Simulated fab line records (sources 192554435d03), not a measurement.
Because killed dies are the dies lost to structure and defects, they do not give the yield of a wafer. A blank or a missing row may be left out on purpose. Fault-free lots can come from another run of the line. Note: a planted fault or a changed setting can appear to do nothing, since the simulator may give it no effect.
What tool caused it? ; flow n5-finfet ; 72 wafers from 24 lots sampled at 5 of the route's 1938 steps

WHAT EACH GAUGE READ, for each wafer
N5_BEOL_M5_OCD_MEAS_38.
lot;measured;on;trench-depth-nm (nm)
L075;day 10 19:20;ocd-02;69.8 71.7 72.0
L074;day 10 23:53;ocd-02;73.3 71.6 72.6
L076;day 11 15:16;ocd-02;70.8 72.7 71.8
L077;day 11 22:22;ocd-02;71.5 71.7 72.3
L080;day 12 06:43;ocd-01;77.6 72.6 71.5
L081;day 12 07:06;ocd-01;72.2 72.3 73.2
L079;day 12 16:02;ocd-01;71.4 74.3 72.1
L078;day 12 22:18;ocd-02;72.2 72.0 71.8
L083;day 13 04:03;ocd-01;70.4 73.1 73.0
L082;day 13 04:32;ocd-01;77.5 73.0 72.9
L085;day 13 11:23;ocd-01;72.5 73.1 75.5
L086;day 13 17:31;ocd-01;71.7 74.3 74.3
L084;day 14 04:29;ocd-01;71.5 72.2 71.6
L088;day 14 10:52;ocd-01;77.2 73.1 74.0
L089;day 14 14:05;ocd-02;72.5 72.1 72.8
L087;day 14 17:20;ocd-02;73.7 72.7 71.3
L091;day 14 19:49;ocd-01;71.7 73.1 71.5
L090;day 15 14:20;ocd-02;70.4 73.9 70.7
L094;day 15 20:58;ocd-02;72.2 71.0 71.8
L093;day 15 21:22;ocd-01;72.7 72.8 74.0
L092;day 15 23:08;ocd-02;75.6 71.9 71.7
L096;day 16 19:09;ocd-02;70.3 70.5 70.0
L097;day 16 20:50;ocd-02;71.8 72.6 71.4
L095;day 17 23:55;ocd-01;71.3 72.1 72.0

N5_BEOL_M5_THK_MEAS_53: measures by xrf.
lot;measured;on;M5_THK (nm)
L075;day 11 02:10;film-metro-01;62.0 63.2 64.4
L074;day 11 06:58;film-metro-02;66.3 62.7 64.1
L076;day 11 22:35;film-metro-01;62.7 62.2 63.0
L077;day 12 06:02;film-metro-02;62.4 59.2 65.8
L080;day 12 13:08;film-metro-02;68.8 62.7 60.9
L081;day 12 13:42;film-metro-02;63.0 61.8 63.1
L079;day 13 01:06;film-metro-02;62.9 62.5 63.3
L078;day 13 04:59;film-metro-01;64.5 63.4 58.6
L083;day 13 10:50;film-metro-02;60.4 66.4 59.8
L082;day 13 12:03;film-metro-01;67.9 63.6 63.6
L085;day 13 17:50;film-metro-01;65.9 64.5 68.0
L086;day 14 00:36;film-metro-02;62.0 64.7 63.6
L084;day 14 11:08;film-metro-01;62.0 63.7 62.9
L088;day 14 17:44;film-metro-01;70.0 63.6 64.5
L089;day 14 20:29;film-metro-02;62.3 62.4 63.2
L087;day 15 00:55;film-metro-01;65.4 61.0 59.3
L091;day 15 04:14;film-metro-01;63.2 62.6 60.3
L090;day 15 22:16;film-metro-02;60.8 66.2 61.4
L094;day 16 04:05;film-metro-02;63.9 62.7 63.1
L093;day 16 04:04;film-metro-01;64.4 64.1 65.2
L092;day 16 08:38;film-metro-01;68.8 64.9 64.3
L096;day 17 02:22;film-metro-01;60.1 60.1 60.9
L097;day 17 03:55;film-metro-02;64.1 63.8 62.1
L095;day 18 07:59;film-metro-02;63.6 64.5 64.3

WHAT TOOL EACH LOT RAN ON (gives the tool, then ch and the chambers of the sampled wafers, and finally the start)
lot;N5_BEOL_M5_ETCH_67;N5_BEOL_M5_SPUTTER_48;N5_BEOL_M5_ANNEAL_51
L075;rie-diel-02 ch 0,1, day 10 18:58;pvd-sputter-01, day 10 20:46;rtp-anneal-02 ch 0, day 11 01:35
L074;rie-diel-02 ch 1,2,3, day 10 23:31;pvd-sputter-01, day 11 01:49;rtp-anneal-02 ch 0, day 11 06:27
L076;rie-diel-06 ch 0,2, day 11 14:54;pvd-sputter-01, day 11 17:25;rtp-anneal-02 ch 0, day 11 21:58
L077;rie-diel-02 ch 1,2, day 11 21:59;pvd-sputter-03, day 12 00:54;rtp-anneal-01 ch 0, day 12 05:32
L080;rie-diel-03 ch 0,1,2, day 12 06:21;pvd-sputter-03, day 12 07:59;rtp-anneal-02 ch 0, day 12 12:35
L081;rie-diel-03 ch 1,2,3, day 12 06:44;pvd-sputter-02, day 12 08:22;rtp-anneal-02 ch 0, day 12 13:05
L079;rie-diel-02 ch 0,1,3, day 12 15:40;pvd-sputter-01, day 12 17:37;rtp-anneal-02 ch 0, day 13 00:34
L078;rie-diel-02 ch 1,2,3, day 12 21:56;pvd-sputter-03, day 12 23:50;rtp-anneal-01 ch 0, day 13 04:26
L083;rie-diel-02 ch 0,1,2, day 13 03:41;pvd-sputter-01, day 13 05:29;rtp-anneal-02 ch 0, day 13 10:16
L082;rie-diel-03 ch 0,2,3, day 13 04:10;pvd-sputter-02, day 13 06:54;rtp-anneal-01 ch 0, day 13 11:30
L085;rie-diel-06 ch 0,1,3, day 13 11:01;pvd-sputter-02, day 13 12:41;rtp-anneal-01 ch 0, day 13 17:14
L086;rie-diel-06 ch 0,1, day 13 17:09;pvd-sputter-02, day 13 19:14;rtp-anneal-02 ch 0, day 14 00:06
L084;rie-diel-02 ch 2,3, day 14 04:07;pvd-sputter-02, day 14 06:00;rtp-anneal-02 ch 0, day 14 10:35
L088;rie-diel-03 ch 0,2,3, day 14 10:30;pvd-sputter-02, day 14 12:35;rtp-anneal-02 ch 0, day 14 17:13
L089;rie-diel-03 ch 2,3, day 14 13:43;pvd-sputter-01, day 14 15:20;rtp-anneal-02 ch 0, day 14 19:56
L087;rie-diel-06 ch 0,1,3, day 14 16:58;pvd-sputter-02, day 14 18:59;rtp-anneal-01 ch 0, day 14 23:35
L091;rie-diel-06 ch 0,2,3, day 14 19:26;pvd-sputter-03, day 14 21:21;rtp-anneal-02 ch 0, day 15 03:38
L090;rie-diel-06 ch 1,2,3, day 15 13:58;pvd-sputter-01, day 15 17:07;rtp-anneal-01 ch 0, day 15 21:43
L094;rie-diel-02 ch 1,2,3, day 15 20:36;pvd-sputter-03, day 15 22:50;rtp-anneal-02 ch 0, day 16 03:32
L093;rie-diel-03 ch 1,2, day 15 20:59;pvd-sputter-02, day 15 22:49;rtp-anneal-01 ch 0, day 16 03:28
L092;rie-diel-06 ch 1,3, day 15 22:46;pvd-sputter-02, day 16 03:28;rtp-anneal-01 ch 0, day 16 08:01
L096;rie-diel-02 ch 1,2,3, day 16 18:47;pvd-sputter-01, day 16 21:13;rtp-anneal-02 ch 0, day 17 01:49
L097;rie-diel-02 ch 0,1,2, day 16 20:28;pvd-sputter-02, day 16 22:33;rtp-anneal-02 ch 0, day 17 03:19
L095;rie-diel-06 ch 2,3, day 17 23:32;pvd-sputter-03, day 18 01:45;rtp-anneal-01 ch 0, day 18 07:26
- N5_BEOL_M5_ETCH_67: etches SiARC in CF4, target depth 15.6 nm, time 26 s.
- N5_BEOL_M5_SPUTTER_48: material Cu, target thk 15 nm, time 27.62 s.
- N5_BEOL_M5_ANNEAL_51: time 90 s.

WHAT THE TOOLS THEMSELVES READ (means of the sampled wafers that have a number; where no wafer has one, the mark that the record gives instead)
N5_BEOL_M5_ETCH_67.
lot;tool;drypump-motor-current-A (A);etch-rf-on-time-s (s);oes-product-au (a.u.);rf-fwd-power-W (W);rf-vpp-V (V);showerhead-plenum-p-Torr (Torr);throttle-valve-pct (%)
L075;rie-diel-02;5.5;26.0;0.63;530.9;183.3;2.09;15.64
L074;rie-diel-02;5.7;25.7;0.65;531.4;183.0;2.08;15.55
L076;rie-diel-06;5.9;25.5;0.69;533.1;184.3;2.16;15.35
L077;rie-diel-02;5.6;25.6;0.65;533.1;182.9;2.01;15.61
L080;rie-diel-03;6.0;24.1;0.68;531.2;184.8;2.18;15.58
L081;rie-diel-03;5.7;25.6;0.69;531.1;184.9;2.23;15.66
L079;rie-diel-02;5.7;25.6;0.70;532.5;183.4;2.12;15.52
L078;rie-diel-02;5.6;25.9;0.64;532.7;183.3;2.08;15.57
L083;rie-diel-02;5.6;25.6;0.70;531.5;183.0;2.05;15.56
L082;rie-diel-03;5.8;24.5;0.72;532.8;184.4;2.21;15.40
L085;rie-diel-06;5.7;25.4;0.76;535.9;184.4;2.13;15.37
L086;rie-diel-06;5.7;25.1;0.80;533.7;185.1;2.15;15.22
L084;rie-diel-02;5.8;25.8;0.63;533.1;183.2;2.04;15.64
L088;rie-diel-03;5.9;24.9;0.70;531.5;184.3;2.21;15.42
L089;rie-diel-03;5.9;25.4;0.72;531.2;185.0;2.24;15.46
L087;rie-diel-06;5.7;25.7;0.73;533.8;184.0;2.13;15.39
L091;rie-diel-06;5.6;25.6;0.69;533.3;184.2;2.13;15.45
L090;rie-diel-06;5.4;25.3;0.75;533.1;185.1;2.14;15.36
L094;rie-diel-02;5.7;25.9;0.62;532.6;182.0;2.07;15.62
L093;rie-diel-03;6.1;25.2;0.74;530.8;185.1;2.20;15.50
L092;rie-diel-06;5.4;25.6;0.75;535.3;183.2;2.11;15.46
L096;rie-diel-02;5.7;25.9;0.62;532.6;183.7;2.07;15.63
L097;rie-diel-02;5.6;25.8;0.67;531.0;182.7;2.04;15.62
L095;rie-diel-06;5.3;25.9;0.69;533.2;183.4;2.11;15.54

N5_BEOL_M5_SPUTTER_48.
lot;tool;throttle-valve-pct (%)
L075;pvd-sputter-01;30.6
L074;pvd-sputter-01;30.2
L076;pvd-sputter-01;30.2
L077;pvd-sputter-03;29.4
L080;pvd-sputter-03;30.5
L081;pvd-sputter-02;30.4
L079;pvd-sputter-01;30.3
L078;pvd-sputter-03;30.1
L083;pvd-sputter-01;30.3
L082;pvd-sputter-02;30.6
L085;pvd-sputter-02;30.4
L086;pvd-sputter-02;30.4
L084;pvd-sputter-02;30.0
L088;pvd-sputter-02;30.5
L089;pvd-sputter-01;30.2
L087;pvd-sputter-02;30.4
L091;pvd-sputter-03;30.9
L090;pvd-sputter-01;30.2
L094;pvd-sputter-03;30.0
L093;pvd-sputter-02;30.0
L092;pvd-sputter-02;30.5
L096;pvd-sputter-01;30.5
L097;pvd-sputter-02;30.5
L095;pvd-sputter-03;30.6

N5_BEOL_M5_ANNEAL_51.
lot;tool;wafer_temp_C_max
L075;rtp-anneal-02;225.80
L074;rtp-anneal-02;226.09
L076;rtp-anneal-02;225.90
L077;rtp-anneal-01;225.98
L080;rtp-anneal-02;226.09
L081;rtp-anneal-02;225.79
L079;rtp-anneal-02;225.67
L078;rtp-anneal-01;225.87
L083;rtp-anneal-02;225.74
L082;rtp-anneal-01;226.17
L085;rtp-anneal-01;225.48
L086;rtp-anneal-02;226.06
L084;rtp-anneal-02;226.00
L088;rtp-anneal-02;225.98
L089;rtp-anneal-02;225.54
L087;rtp-anneal-01;225.91
L091;rtp-anneal-02;225.55
L090;rtp-anneal-01;225.72
L094;rtp-anneal-02;225.86
L093;rtp-anneal-01;225.68
L092;rtp-anneal-01;225.84
L096;rtp-anneal-02;225.92
L097;rtp-anneal-02;225.73
L095;rtp-anneal-01;226.03

THE ANSWER, worked out from the rows above alone
Rule: what is usual is taken from the lots themselves. The widest of any qualifying gaps counts: lots, ordered by their means at a reading, are off when they make up no more than a third of the lots, leave a main group of 4 or more, and stand apart from it by 3 or more times the standard deviation of that group's means. A main group whose means are all the same, to the digits that the tables above print for the reading, isn't used. A lot without any number at a reading at which 4 lots or more have one is off too. Where the step has rows for the other lots, those lots are counted as sound. First the gauges in route order, then the tools' own readings, where a lot's mean is used as printed above. The first step at which some lot is off is used, and at that step the reading that is off furthest; a lot without a number counts as furthest.
None of the lots is off at any reading shown; this tells nothing.

WHAT THE SIMULATOR PUT IN
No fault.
